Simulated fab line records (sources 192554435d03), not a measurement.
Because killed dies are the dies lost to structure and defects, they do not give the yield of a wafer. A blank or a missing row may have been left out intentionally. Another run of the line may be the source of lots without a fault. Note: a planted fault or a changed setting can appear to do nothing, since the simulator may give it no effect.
Which tool was responsible? + flow n5 finfet + 12 lots (36 wafers sampled), 1 step of a 1938-step route

WHAT EACH GAUGE READ, for each wafer
N5_BEOL_M10_CD_MEAS_28 targets a cd of 70 nm.
| lot  | measured     | on        | cd nm (nm)     |
|------|--------------|-----------|----------------|
| L074 | day 13 00:12 | cd sem-01 | 69.5 71.9 70.6 |
| L077 | day 13 17:07 | cd sem-01 | 70.1 68.9 70.2 |
| L081 | day 14 09:52 | cd sem-03 | 69.0 67.7 68.7 |
| L082 | day 14 19:22 | cd sem-03 | 68.5 70.6 70.3 |
| L078 | day 14 22:45 | cd sem-01 | 71.4 69.4 67.7 |
| L086 | day 15 16:05 | cd sem-02 | 69.4 69.0 69.3 |
| L088 | day 16 08:07 | cd sem-02 | 72.1 71.1 71.2 |
| L087 | day 16 17:58 | cd sem-03 | 70.4 70.2 72.1 |
| L090 | day 17 14:14 | cd sem-03 | 71.6 71.4 71.3 |
| L094 | day 17 23:13 | cd sem-03 | 69.9 71.2 71.4 |
| L097 | day 18 17:50 | cd sem-02 | 70.4 70.2 70.1 |
| L095 | day 20 01:04 | cd sem-03 | 70.6 69.3 69.9 |

WHICH TOOL RAN EACH LOT (tool, then ch and the chambers of the sampled wafers, then the start)
Record: no process step prior to these readings.

THE ANSWER, worked out from the rows above alone
Rule: usual is defined by the lots themselves. The widest of any qualifying gaps counts: lots, ordered by their means at a reading, are off when they make up no more than a third of the lots, leave a main group of 4 or more, and stand apart from it by 3 or more times the standard deviation of that group's means. The tables above print the reading to a certain number of digits; a main group whose means all agree to those digits is not used. Also off: a lot with no number at a reading for which 4 or more lots have one. Where the step has rows for the other lots, those lots are counted as sound.
No lot is off on any of the readings shown, so nothing can be concluded from this.

WHAT WAS PUT IN BY THE SIMULATOR
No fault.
